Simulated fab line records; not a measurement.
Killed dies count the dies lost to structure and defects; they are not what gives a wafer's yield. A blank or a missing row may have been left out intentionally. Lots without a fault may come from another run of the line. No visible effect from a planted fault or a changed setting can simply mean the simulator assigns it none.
fab line records	flow n5_finfet
record lots=5	wafers=15	last_day=17
route steps=1938 shown DUMMY_GATE@239
lots that met no fault: from a run of the same line without faults
start_h: hours from the record's first day to the start of the lot's first wafer shown	wait_h: time in hours since the lot's previous step	" the same as in the row above	L1.1+2: several wafers, shown together as one row	- no value present, or no start provided	* or withheld: withheld	< > ~ a bound
route shown NAME@n: names a module that has steps shown in the file, with the first one's number in the route	usual: mean/standard deviation of fault-free wafers	same: alike in all rows	chamber/n: place in a boat	sites: each site's reading	_std_site: standard deviation across them	_edge_site: the outer-site mean with the inner-site mean subtracted	radius_mm: how far each site lies from the wafer's centre	mask NAME#n: copy n	behind: the most recent tool/chamber to have shaped the wafer	hold: why the lot was held/for how many hours/how that ended	device: which transistor (n, p or np) failed to switch	end of line: tests of these same wafers at the route's end	where a step has no rows: the recipe by itself	killed: at the first sort, the dies lost to defects and structure; wafer yield is something else	map: dies across one wafer; x = killed, . = not, _ = none there
set.NAME: the setting that was run; set.NAME@STEP: the one run at that earlier step	model.NAME: the simulator's own value behind a step, which no gauge read
certain route steps with their lots: each step a table, each wafer a row
services: a tool's chamber out of use, with start hour (start_h, from the record's first day; less than 0 if before it), hours out, and reason
## steps
# step N5_DUMMY_GATE_STRIP_39
# recipe chemistry=N2/H2	temp_c=40	n2_flow_sccm=200	h2_flow_sccm=200	rf_frequency_hz=6e+07
lot.wafer	tool	chamber	start_h	wait_h
L077.2+3+4	rie_diel-02	2,0,3	66.63	0.0
L080.1+2+6	rie_diel-02	3,1,0	81.70	0.0
L083.1+2+4	rie_diel-03	1,0,2	99.76	0.0
L085.1+2+6	rie_diel-03	1,0,0	114.15	0.0
L094.1+4+5	rie_diel-03	3,0,3	183.73	0.0
# step N5_DUMMY_GATE_TRIM_49
# recipe chemistry=O2	resist=SOC	time_s=29	target_cd_nm=14	source_power_w=300	bias_power_w=0	O2_flow_sccm=100	temp_c=20
# usual drypump_motor_current_A=5.7/0.5	oes_product_au=0.996/0.013	temp_c=20.01/0.098	throttle_valve_pct=8.13/0.14
lot.wafer	tool	chamber	start_h	wait_h	drypump_motor_current_A	oes_product_au	rf_hours_counter_h	temp_c	throttle_valve_pct
L077.2	rie_si-03	2	66.66	0.0	6.1	0.988	12	19.93	8.11
L077.3	"	0	"	"	6.4	1.007	189	19.95	8.34
L077.4	"	1	"	"	5.2	0.981	69	19.97	8.05
L080.1	rie_si-02	0	81.73	0.0	5.7	0.999	73	20.04	8.11
L080.2	"	1	"	"	5.1	0.991	93	20.04	8.25
L080.6	"	2	"	"	6.5	0.988	-	20.01	8.02
L083.1	rie_si-03	1	99.79	0.0	5.2	0.992	70	19.97	8.03
L083.2	"	3	"	"	6.3	0.991	81	20.13	8.36
L083.4	"	2	"	"	6.1	0.996	13	19.97	8.12
L085.1	rie_si-03	0	114.18	0.0	6.4	1.020	189	19.81	8.35
L085.2	"	3	"	"	6.3	0.977	81	20.04	8.37
L085.6	"	1	"	"	5.2	0.992	-	19.98	8.06
L094.1	rie_si-06	0	183.76	0.0	5.6	0.978	79	19.91	7.92
L094.4	"	2	"	"	5.5	1.016	55	20.04	7.95
L094.5	"	2	"	"	5.5	1.022	-	20.05	7.93
# step N5_DUMMY_GATE_STRIP_40
# recipe chemistry=CF4	resist=SiARC	power_w=300	bias_power_w=75	pressure_mtorr=50	cf4_flow_sccm=150	rf_frequency_hz=6e+07
# usual drypump_motor_current_A=5.8/0.49	oes_product_au=0.79/0.093	rf_vpp_V=271.3/1.6	showerhead_plenum_p_Torr=1.80/0.06	throttle_valve_pct=13.51/0.29
lot.wafer	tool	chamber	start_h	wait_h	drypump_motor_current_A	oes_product_au	rf_hours_counter_h	rf_vpp_V	showerhead_plenum_p_Torr	throttle_valve_pct
L077.2	rie_diel-01	3	66.76	0.1	5.4	0.69	218	272.3	1.78	13.64
L077.3	"	1	"	"	5.7	0.94	6	274.2	1.91	12.97
L077.4	"	2	"	"	5.7	0.97	0	272.9	1.83	13.29
L080.1	rie_diel-02	3	81.82	0.1	6.2	0.70	187	269.5	1.71	13.66
L080.2	"	2	"	"	6.5	0.70	225	269.9	1.77	14.01
L080.6	"	0	"	"	5.6	0.68	-	270.3	1.75	13.72
L083.1	rie_diel-03	3	99.89	0.1	6.6	0.67	247	272.3	1.83	13.69
L083.2	"	2	"	"	5.7	0.76	119	271.1	1.80	13.41
L083.4	"	1	"	"	6.1	0.74	146	273.7	1.87	14.00
L085.1	rie_diel-01	2	114.39	0.2	5.7	0.89	18	269.9	1.83	13.30
L085.2	"	3	"	"	5.3	0.68	235	271.7	1.78	13.66
L085.6	"	3	"	"	5.3	0.69	-	271.1	1.78	13.65
L094.1	rie_diel-02	2	183.91	0.1	6.4	0.96	2	268.4	1.77	13.52
L094.4	"	3	"	"	6.2	0.69	222	269.6	1.70	13.74
L094.5	"	0	"	"	5.6	0.90	-	271.7	1.74	13.22
# step N5_DUMMY_GATE_CD_MEAS_50
# recipe target_cd_nm=14
# usual cd_nm=13.9/0.44
lot.wafer	tool	chamber	start_h	wait_h	cd_nm
L077.2	cd_sem-01	-	66.82	0.0	15.0
L077.3	"	-	"	"	14.0
L077.4	"	-	"	"	13.5
L080.1	cd_sem-01	-	81.87	0.0	14.4
L080.2	"	-	"	"	14.3
L080.6	"	-	"	"	14.4
L083.1	cd_sem-02	-	99.94	0.0	14.5
L083.2	"	-	"	"	14.1
L083.4	"	-	"	"	14.2
L085.1	cd_sem-03	-	114.44	0.0	14.0
L085.2	"	-	"	"	13.4
L085.6	"	-	"	"	13.3
L094.1	cd_sem-02	-	183.96	0.0	13.9
L094.4	"	-	"	"	13.7
L094.5	"	-	"	"	12.9
# step N5_DUMMY_GATE_ETCH_31
# recipe chemistry=C4F6/O2	target=SiO2	mask_material=SOC	target_depth_a=825	time_s=27.5	ion_energy_ev=250	pressure_mtorr=30	source_w=345	bias_w=185	Ar_flow_sccm=300	C4F6_flow_sccm=10	O2_flow_sccm=10
# usual bias_w=185.0/0.56	drypump_motor_current_A=5.9/0.49	oes_product_au=0.80/0.1	rf_vpp_V=659/10	showerhead_plenum_p_Torr=2.86/0.076	throttle_valve_pct=21.1/0.31
lot.wafer	tool	chamber	start_h	wait_h	bias_w	drypump_motor_current_A	oes_product_au	rf_hours_counter_h	rf_vpp_V	showerhead_plenum_p_Torr	throttle_valve_pct
L077.2	rie_diel-01	0	66.89	0.1	184.8	6.5	0.89	64	655	2.87	20.8
L077.3	"	2	"	"	185.1	5.7	0.98	0	666	2.91	20.9
L077.4	"	3	"	"	185.2	5.4	0.72	218	681	2.83	21.1
L080.1	rie_diel-02	1	81.92	0.0	185.0	5.2	0.73	184	646	2.75	21.6
L080.2	"	3	"	"	185.2	6.2	0.72	187	674	2.74	21.3
L080.6	"	0	"	"	183.7	5.6	0.68	-	652	2.81	21.3
L083.1	rie_diel-01	0	99.99	0.0	184.8	6.5	0.86	76	655	2.86	20.8
L083.2	"	3	"	"	185.0	5.5	0.70	230	680	2.82	21.2
L083.4	"	3	"	"	184.8	5.4	0.70	-	681	2.82	21.1
L085.1	rie_diel-01	3	114.49	0.0	185.2	5.4	0.69	235	679	2.82	21.2
L085.2	"	1	"	"	185.2	5.8	0.96	11	649	3.01	20.5
L085.6	"	0	"	"	185.4	6.5	0.84	-	655	2.86	20.8
L094.1	rie_diel-01	1	184.24	0.3	185.7	5.8	0.90	35	648	3.00	20.5
L094.4	"	1	"	"	185.3	5.8	0.90	-	648	3.00	20.6
L094.5	"	2	"	"	184.2	5.7	0.86	-	667	2.89	21.0
# step N5_DUMMY_GATE_STRIP_41
# recipe chemistry=O2	power_w=400	temp_c=40	pressure_mtorr=30	rf_frequency_hz=6e+07	bias_power_w=0	overash_fraction=0.3	o2_flow_sccm=225
# usual drypump_motor_current_A=5.9/0.49	oes_product_au=0.80/0.1	rf_vpp_V=3.6/0.48	showerhead_plenum_p_Torr=2.10/0.066	temp_c=40.00/0.11	throttle_valve_pct=16.59/0.27
lot.wafer	tool	chamber	start_h	wait_h	drypump_motor_current_A	oes_product_au	rf_hours_counter_h	rf_vpp_V	showerhead_plenum_p_Torr	temp_c	throttle_valve_pct
L077.2	rie_diel-01	0	66.94	0.0	6.4	0.88	64	3.7	2.12	39.98	16.32
L077.3	"	2	"	"	5.7	0.99	0	3.1	2.14	40.00	16.39
L077.4	"	3	"	"	5.4	0.71	218	3.5	2.09	39.76	16.71
L080.1	rie_diel-02	1	81.97	0.0	5.2	0.73	184	4.1	2.00	39.85	16.93
L080.2	"	3	"	"	6.2	0.71	187	2.7	2.00	39.99	16.77
L080.6	"	0	"	"	5.6	0.69	-	3.3	2.06	39.95	16.81
L083.1	rie_diel-01	0	100.04	0.0	6.5	0.86	76	3.1	2.11	40.23	16.33
L083.2	"	3	"	"	5.4	0.69	230	4.8	2.08	39.79	16.73
L083.4	"	3	"	"	5.4	0.70	-	4.1	2.08	39.90	16.72
L085.1	rie_diel-01	3	114.53	0.0	5.4	0.70	235	4.0	2.08	40.30	16.75
L085.2	"	1	"	"	5.7	0.95	11	3.9	2.24	39.88	16.11
L085.6	"	0	"	"	6.5	0.85	-	3.1	2.11	39.84	16.34
L094.1	rie_diel-01	1	184.28	0.0	5.8	0.89	35	4.4	2.23	39.88	16.16
L094.4	"	1	"	"	5.7	0.90	-	3.6	2.23	39.92	16.15
L094.5	"	2	"	"	5.7	0.86	-	3.7	2.13	40.17	16.47
# step N5_DUMMY_GATE_HM_OPEN_21
# recipe chemistry=CH3F/O2	target=SiNx	target_depth_a=1200	Ar_flow_sccm=150	CH3F_flow_sccm=30	O2_flow_sccm=23	time_s=171.4	pressure_mtorr=30	source_w=395	bias_w=73	ion_energy_ev=120.7
# usual bias_w=73.00/0.23	drypump_motor_current_A=5.9/0.49	oes_product_au=0.80/0.1	rf_vpp_V=297/4.5	showerhead_plenum_p_Torr=2.03/0.058	throttle_valve_pct=16.4/0.31
lot.wafer	tool	chamber	start_h	wait_h	bias_w	drypump_motor_current_A	oes_product_au	rf_hours_counter_h	rf_vpp_V	showerhead_plenum_p_Torr	throttle_valve_pct
L077.2	rie_diel-01	0	66.98	0.0	73.10	6.4	0.86	64	295	2.04	16.1
L077.3	"	2	"	"	72.76	5.7	0.97	0	301	2.07	16.2
L077.4	"	3	"	"	73.02	5.4	0.70	218	306	2.00	16.5
L080.1	rie_diel-02	1	82.01	0.0	72.86	5.2	0.73	184	289	1.95	16.9
L080.2	"	3	"	"	73.18	6.2	0.71	187	302	1.94	16.6
L080.6	"	0	"	"	73.04	5.6	0.68	-	294	1.99	16.6
L083.1	rie_diel-01	0	100.08	0.0	72.63	6.5	0.84	76	296	2.03	16.1
L083.2	"	3	"	"	73.07	5.4	0.70	230	307	2.00	16.5
L083.4	"	3	"	"	72.89	5.4	0.70	-	305	2.00	16.5
L085.1	rie_diel-01	3	114.57	0.0	73.03	5.4	0.70	235	307	2.00	16.5
L085.2	"	1	"	"	73.11	5.8	0.96	11	293	2.14	15.8
L085.6	"	0	"	"	72.81	6.4	0.85	-	294	2.03	16.1
L094.1	rie_diel-01	1	184.32	0.0	72.84	5.8	0.89	35	293	2.14	15.9
L094.4	"	1	"	"	73.41	5.8	0.90	-	294	2.14	15.9
L094.5	"	2	"	"	73.45	5.7	0.86	-	300	2.05	16.3
# step N5_DUMMY_GATE_ETCH_32
# recipe chemistry=CF4	target=SiO2	target_depth_a=35	time_s=3.9	ion_energy_ev=350	pressure_mtorr=10	icp_w=800	bias_w=400	cf4_flow_sccm=80
# usual bias_w=400.0/1.2	drypump_motor_current_A=5.6/0.41	oes_product_au=0.999/0.024	throttle_valve_pct=21.71/0.25
lot.wafer	tool	chamber	start_h	wait_h	bias_w	drypump_motor_current_A	oes_product_au	rf_hours_counter_h	throttle_valve_pct
L077.2	rie_si-03	3	67.14	0.1	400.5	6.3	0.984	80	21.97
L077.3	"	2	"	"	400.2	6.1	0.996	12	21.74
L077.4	"	0	"	"	401.5	6.4	1.009	189	22.05
L080.1	rie_si-03	2	82.17	0.1	401.3	6.1	0.989	12	21.75
L080.2	"	1	"	"	398.6	5.2	1.009	69	21.49
L080.6	"	2	"	"	399.6	6.1	0.983	-	21.76
L083.1	rie_si-06	1	100.24	0.1	399.4	5.4	1.016	71	22.06
L083.2	"	2	"	"	399.6	5.4	1.042	54	21.45
L083.4	"	3	"	"	400.0	5.2	0.980	75	21.80
L085.1	rie_si-06	0	114.73	0.1	400.8	5.6	0.964	77	21.41
L085.2	"	1	"	"	398.4	5.4	1.005	71	22.04
L085.6	"	2	"	"	400.9	5.5	1.037	-	21.43
L094.1	rie_si-02	1	184.48	0.1	403.5	5.1	0.991	94	22.21
L094.4	"	0	"	"	399.0	5.7	0.982	75	21.55
L094.5	"	2	"	"	400.8	6.5	0.966	-	21.62
# step N5_DUMMY_GATE_ETCH_23
# recipe chemistry=HBr/Cl2/O2	HBr_flow_sccm=150	Cl2_flow_sccm=80	O2_flow_sccm=12	bias_w=102	target_depth_a=410	time_s=22.3	target=poly-Si	mask_material=SiO2	pressure_mtorr=10	icp_w=800
# usual bias_w=102.0/0.3	drypump_motor_current_A=5.6/0.4	mfc_cl2_sccm=79.99/0.24	oes_product_au=0.999/0.019	throttle_valve_pct=37.1/0.31
lot.wafer	tool	chamber	start_h	wait_h	bias_w	drypump_motor_current_A	mfc_cl2_sccm	oes_product_au	rf_hours_counter_h	throttle_valve_pct
L077.2	rie_si-03	3	67.17	0.0	101.3	6.3	80.12	0.989	80	37.4
L077.3	"	2	"	"	102.1	6.1	80.46	0.990	12	37.1
L077.4	"	0	"	"	102.0	6.4	80.35	1.002	189	37.4
L080.1	rie_si-03	2	82.20	0.0	102.4	6.1	79.68	0.983	12	37.1
L080.2	"	1	"	"	102.2	5.2	79.91	1.001	69	37.0
L080.6	"	2	"	"	102.0	6.1	79.74	0.986	-	37.1
L083.1	rie_si-06	1	100.27	0.0	102.0	5.4	80.00	1.016	71	37.5
L083.2	"	2	"	"	101.9	5.5	80.11	1.030	54	36.8
L083.4	"	3	"	"	101.6	5.2	80.12	0.990	75	37.1
L085.1	rie_si-06	0	114.77	0.0	102.6	5.6	80.07	0.970	77	36.6
L085.2	"	1	"	"	101.5	5.5	80.14	1.009	71	37.5
L085.6	"	2	"	"	101.5	5.5	80.22	1.028	-	36.8
L094.1	rie_si-02	1	184.52	0.0	101.8	5.1	79.47	1.002	94	37.8
L094.4	"	0	"	"	102.0	5.7	79.89	0.998	75	37.3
L094.5	"	2	"	"	102.3	6.5	80.19	0.970	-	37.4
# step N5_DUMMY_GATE_ETCH_44
# recipe chemistry=HBr/O2	over_etch_frac=0.7	target_depth_a=1275	stop_on=SiO2	ion_energy_ev=60	bias_w=20	target=poly-Si	mask_material=SiO2	pressure_mtorr=20	icp_w=400	HBr_flow_sccm=120	O2_flow_sccm=10
# usual bias_w=20.01/0.057	drypump_motor_current_A=5.6/0.4	oes_product_au=0.728/0.013	throttle_valve_pct=18.39/0.22
lot.wafer	tool	chamber	start_h	wait_h	bias_w	drypump_motor_current_A	oes_product_au	rf_hours_counter_h	throttle_valve_pct
L077.2	rie_si-03	3	67.23	0.0	19.94	6.3	0.727	80	18.73
L077.3	"	2	"	"	19.91	6.1	0.721	12	18.47
L077.4	"	0	"	"	20.02	6.4	0.728	189	18.68
L080.1	rie_si-03	2	82.26	0.0	20.04	6.1	0.732	12	18.48
L080.2	"	1	"	"	20.04	5.1	0.728	69	18.37
L080.6	"	2	"	"	19.98	6.1	0.724	-	18.49
L083.1	rie_si-06	1	100.33	0.0	20.01	5.4	0.735	71	18.58
L083.2	"	2	"	"	20.00	5.5	0.755	54	18.15
L083.4	"	3	"	"	19.93	5.2	0.720	75	18.43
L085.1	rie_si-06	0	114.82	0.0	20.04	5.6	0.724	77	18.01
L085.2	"	1	"	"	20.02	5.5	0.730	71	18.58
L085.6	"	2	"	"	20.08	5.5	0.761	-	18.16
L094.1	rie_si-02	1	184.57	0.0	19.94	5.1	0.731	94	18.66
L094.4	"	0	"	"	20.02	5.7	0.731	75	18.55
L094.5	"	2	"	"	19.98	6.5	0.723	-	18.44
# step N5_DUMMY_GATE_CD_MEAS_24
# recipe target_cd_nm=15
# usual cd_nm=14.9/0.45
lot.wafer	tool	chamber	start_h	wait_h	cd_nm
L077.2	cd_sem-01	-	67.34	0.1	15.2
L077.3	"	-	"	"	14.4
L077.4	"	-	"	"	14.8
L080.1	cd_sem-02	-	82.37	0.1	15.2
L080.2	"	-	"	"	15.0
L080.6	"	-	"	"	14.4
L083.1	cd_sem-03	-	100.44	0.1	15.1
L083.2	"	-	"	"	15.0
L083.4	"	-	"	"	15.8
L085.1	cd_sem-03	-	114.94	0.1	15.5
L085.2	"	-	"	"	14.4
L085.6	"	-	"	"	14.1
L094.1	cd_sem-03	-	184.68	0.1	15.1
L094.4	"	-	"	"	14.9
L094.5	"	-	"	"	14.2
# step N5_DUMMY_GATE_ETCH_42
# recipe chemistry=CHF3/O2	target=SiO2	target_depth_a=35	time_s=31	ion_energy_ev=30	bias_w=12	pressure_mtorr=30	source_w=600	Ar_flow_sccm=200	CHF3_flow_sccm=50	O2_flow_sccm=5
# usual bias_w=12.00/0.035	drypump_motor_current_A=5.9/0.51	oes_product_au=0.79/0.093	rf_vpp_V=42.3/0.98	showerhead_plenum_p_Torr=2.42/0.068	throttle_valve_pct=18.7/0.32
lot.wafer	tool	chamber	start_h	wait_h	bias_w	drypump_motor_current_A	oes_product_au	rf_hours_counter_h	rf_vpp_V	showerhead_plenum_p_Torr	throttle_valve_pct
L077.2	rie_diel-02	1	67.39	0.0	12.03	5.2	0.73	179	40.3	2.33	19.2
L077.3	"	2	"	"	12.04	6.4	0.70	220	42.4	2.38	19.1
L077.4	"	0	"	"	12.01	5.6	0.69	238	43.2	2.38	19.0
L080.1	rie_diel-02	1	82.42	0.0	11.98	5.2	0.73	184	40.4	2.33	19.2
L080.2	"	2	"	"	12.01	6.4	0.70	225	43.4	2.38	19.1
L080.6	"	0	"	"	11.96	5.6	0.69	-	42.6	2.38	19.0
L083.1	rie_diel-03	1	100.49	0.0	11.99	6.0	0.75	146	42.8	2.50	19.2
L083.2	"	3	"	"	11.98	6.6	0.68	247	44.8	2.48	18.9
L083.4	"	0	"	"	12.00	4.9	0.80	111	42.2	2.43	18.5
L085.1	rie_diel-03	1	114.99	0.0	11.98	6.1	0.74	151	42.4	2.50	19.2
L085.2	"	0	"	"	12.00	4.9	0.81	116	42.9	2.43	18.5
L085.6	"	0	"	"	12.03	4.9	0.81	-	42.4	2.43	18.5
L094.1	rie_diel-03	1	184.78	0.1	12.00	6.1	0.73	171	42.0	2.49	19.2
L094.4	"	3	"	"	12.03	6.7	0.92	21	40.4	2.47	18.6
L094.5	"	3	"	"	12.04	6.7	0.91	-	43.3	2.47	18.6
# step N5_DUMMY_GATE_STRIP_48
# recipe chemistry=N2/H2	time_s=20	power_w=100	temp_c=40	pressure_mtorr=100	rf_frequency_hz=6e+07	bias_power_w=3	n2_flow_sccm=300	h2_flow_sccm=300
# usual drypump_motor_current_A=5.9/0.51	oes_product_au=0.79/0.092	rf_vpp_V=45.3/0.8	showerhead_plenum_p_Torr=3.39/0.1	temp_c=40.01/0.11	throttle_valve_pct=12.2/0.31
lot.wafer	tool	chamber	start_h	wait_h	drypump_motor_current_A	oes_product_au	rf_hours_counter_h	rf_vpp_V	showerhead_plenum_p_Torr	temp_c	throttle_valve_pct
L077.2	rie_diel-02	1	67.44	0.0	5.2	0.73	179	43.8	3.23	39.86	12.4
L077.3	"	2	"	"	6.4	0.69	220	44.6	3.33	39.87	12.6
L077.4	"	0	"	"	5.6	0.69	238	45.0	3.32	40.02	12.4
L080.1	rie_diel-02	1	82.46	0.0	5.2	0.73	184	44.0	3.23	40.05	12.5
L080.2	"	2	"	"	6.4	0.69	225	46.0	3.33	40.17	12.6
L080.6	"	0	"	"	5.6	0.69	-	46.2	3.32	40.09	12.4
L083.1	rie_diel-03	1	100.53	0.0	6.0	0.75	146	45.9	3.51	40.09	12.5
L083.2	"	3	"	"	6.6	0.67	247	44.7	3.46	40.09	12.3
L083.4	"	0	"	"	4.9	0.81	111	45.7	3.39	39.94	11.9
L085.1	rie_diel-03	1	115.04	0.0	6.1	0.75	151	44.9	3.51	40.00	12.6
L085.2	"	0	"	"	4.9	0.81	116	45.5	3.39	40.11	11.9
L085.6	"	0	"	"	4.9	0.81	-	44.6	3.39	39.86	11.9
L094.1	rie_diel-03	1	184.83	0.0	6.0	0.74	171	44.5	3.50	39.95	12.6
L094.4	"	3	"	"	6.6	0.92	22	45.8	3.44	39.93	11.8
L094.5	"	3	"	"	6.7	0.92	-	45.2	3.44	39.97	11.8
# step N5_DUMMY_GATE_PRECLEAN_33
# recipe chemistry=dHF	time_s=10	dilution=750:1	temp_c=25
# usual temp_c=24.99/0.1
lot.wafer	tool	chamber	start_h	wait_h	temp_c
L077.2	wet_bench-04	3	67.52	0.1	24.99
L077.3	"	5	"	"	25.04
L077.4	"	7	"	"	25.02
L080.1	wet_bench-04	5	82.55	0.1	24.99
L080.2	"	2	"	"	25.07
L080.6	"	3	"	"	24.84
L083.1	wet_bench-06	4	100.62	0.1	25.01
L083.2	"	6	"	"	24.82
L083.4	"	2	"	"	24.95
L085.1	wet_bench-04	3	115.12	0.1	25.19
L085.2	"	5	"	"	24.98
L085.6	"	1	"	"	24.95
L094.1	wet_bench-06	7	184.91	0.1	25.02
L094.4	"	0	"	"	24.93
L094.5	"	4	"	"	24.96
# step N5_DUMMY_GATE_PRECLEAN_25
# recipe chemistry=O3/DIW	time_s=45	temp_c=22	o3_ppm=10
# usual temp_c=22.00/0.11
lot.wafer	tool	chamber	start_h	wait_h	temp_c
L077.2	wet_bench-04	3	67.53	0.0	21.98
L077.3	"	5	"	"	21.74
L077.4	"	7	"	"	22.11
L080.1	wet_bench-04	5	82.55	0.0	21.88
L080.2	"	2	"	"	21.96
L080.6	"	3	"	"	21.86
L083.1	wet_bench-06	4	100.62	0.0	21.92
L083.2	"	6	"	"	21.89
L083.4	"	2	"	"	22.12
L085.1	wet_bench-04	3	115.13	0.0	21.88
L085.2	"	5	"	"	21.89
L085.6	"	1	"	"	22.10
L094.1	wet_bench-06	7	184.92	0.0	21.94
L094.4	"	0	"	"	21.97
L094.5	"	4	"	"	21.92
# step N5_DUMMY_GATE_PRECLEAN_51
# recipe chemistry=SC2	time_s=45	temp_c=35	mix=1:1:50
# usual temp_c=35.01/0.11
lot.wafer	tool	chamber	start_h	wait_h	temp_c
L077.2	wet_bench-04	3	67.54	0.0	35.09
L077.3	"	5	"	"	35.03
L077.4	"	7	"	"	34.98
L080.1	wet_bench-04	5	82.57	0.0	34.78
L080.2	"	2	"	"	34.95
L080.6	"	3	"	"	35.25
L083.1	wet_bench-06	4	100.63	0.0	34.99
L083.2	"	6	"	"	35.11
L083.4	"	2	"	"	35.08
L085.1	wet_bench-04	3	115.14	0.0	35.04
L085.2	"	5	"	"	35.00
L085.6	"	1	"	"	35.17
L094.1	wet_bench-06	7	184.93	0.0	34.91
L094.4	"	0	"	"	34.97
L094.5	"	4	"	"	34.79
# step N5_DUMMY_GATE_SRD_26
# recipe dry=ipa_marangoni	time_s=30	temp_c=23	rinse_liquid=diw
# usual temp_c=23.00/0.11
lot.wafer	tool	chamber	start_h	wait_h	temp_c
L077.2	wet_bench-04	3	67.55	0.0	22.87
L077.3	"	5	"	"	23.06
L077.4	"	7	"	"	23.00
L080.1	wet_bench-04	5	82.58	0.0	22.89
L080.2	"	2	"	"	23.06
L080.6	"	3	"	"	23.15
L083.1	wet_bench-06	4	100.65	0.0	23.08
L083.2	"	6	"	"	22.81
L083.4	"	2	"	"	22.91
L085.1	wet_bench-04	3	115.15	0.0	23.13
L085.2	"	5	"	"	22.96
L085.6	"	1	"	"	22.97
L094.1	wet_bench-06	7	184.94	0.0	22.83
L094.4	"	0	"	"	23.14
L094.5	"	4	"	"	22.90
# step N5_DUMMY_GATE_UV_OZONE_45
# recipe time_s=120	pressure_torr=760	temp_c=25
# usual temp_c=24.99/0.11
lot.wafer	tool	chamber	start_h	wait_h	temp_c
L077.2	wet_bench-04	3	67.57	0.0	24.82
L077.3	"	5	"	"	24.94
L077.4	"	7	"	"	24.94
L080.1	wet_bench-04	5	82.60	0.0	25.12
L080.2	"	2	"	"	24.98
L080.6	"	3	"	"	25.00
L083.1	wet_bench-06	4	100.66	0.0	25.11
L083.2	"	6	"	"	25.15
L083.4	"	2	"	"	24.89
L085.1	wet_bench-04	3	115.17	0.0	25.02
L085.2	"	5	"	"	24.94
L085.6	"	1	"	"	25.06
L094.1	wet_bench-06	7	184.96	0.0	25.12
L094.4	"	0	"	"	25.01
L094.5	"	4	"	"	24.92
# step N5_DUMMY_GATE_INSPECT_27
# recipe inspect_instrument=brightfield	mode=aei
# usual raw_defect_count=295/68
lot.wafer	tool	chamber	start_h	wait_h	raw_defect_count
L077.2	defect_inspect-01	-	67.62	0.0	297
L077.3	"	-	"	"	250
L077.4	"	-	"	"	239
L080.1	defect_inspect-02	-	82.65	0.0	389
L080.2	"	-	"	"	376
L080.6	"	-	"	"	436
L083.1	defect_inspect-01	-	100.72	0.0	209
L083.2	"	-	"	"	237
L083.4	"	-	"	"	242
L085.1	defect_inspect-01	-	115.22	0.0	333
L085.2	"	-	"	"	305
L085.6	"	-	"	"	432
L094.1	defect_inspect-01	-	185.01	0.0	303
L094.4	"	-	"	"	267
L094.5	"	-	"	"	285
## services
tool	chamber	start_h	hours	kind
rie_si-06	1	45.35	4.5	repair
rie_diel-01	2	48.74	-	clean
rie_diel-01	2	48.74	-	consumable_replace:focus_ring
rie_diel-01	2	48.74	18.0	scheduled_down
rie_diel-01	2	48.74	18.0	vent_cycle
rie_diel-03	1	55.48	3.0	repair
rie_diel-01	1	74.60	31.8	repair
rie_si-03	-	79.35	2.8	pm
rie_diel-02	0	105.21	-	clean
rie_diel-02	0	105.21	-	consumable_replace:focus_ring
rie_diel-02	0	105.21	21.7	scheduled_down
rie_diel-02	0	105.21	21.7	vent_cycle
rie_diel-03	3	108.72	-	clean
wet_bench-04	-	133.41	0.7	repair
rie_si-06	3	148.72	5.3	repair
rie_diel-02	2	152.47	-	clean
rie_diel-02	2	152.47	-	consumable_replace:focus_ring
rie_diel-02	2	152.47	24.3	scheduled_down
rie_diel-02	2	152.47	24.3	vent_cycle
rie_diel-03	2	170.50	10.6	repair
rie_diel-01	3	172.28	-	clean
rie_diel-01	3	172.28	-	consumable_replace:focus_ring
rie_diel-01	3	172.28	17.3	scheduled_down
rie_diel-01	3	172.28	17.3	vent_cycle
## key
fault none
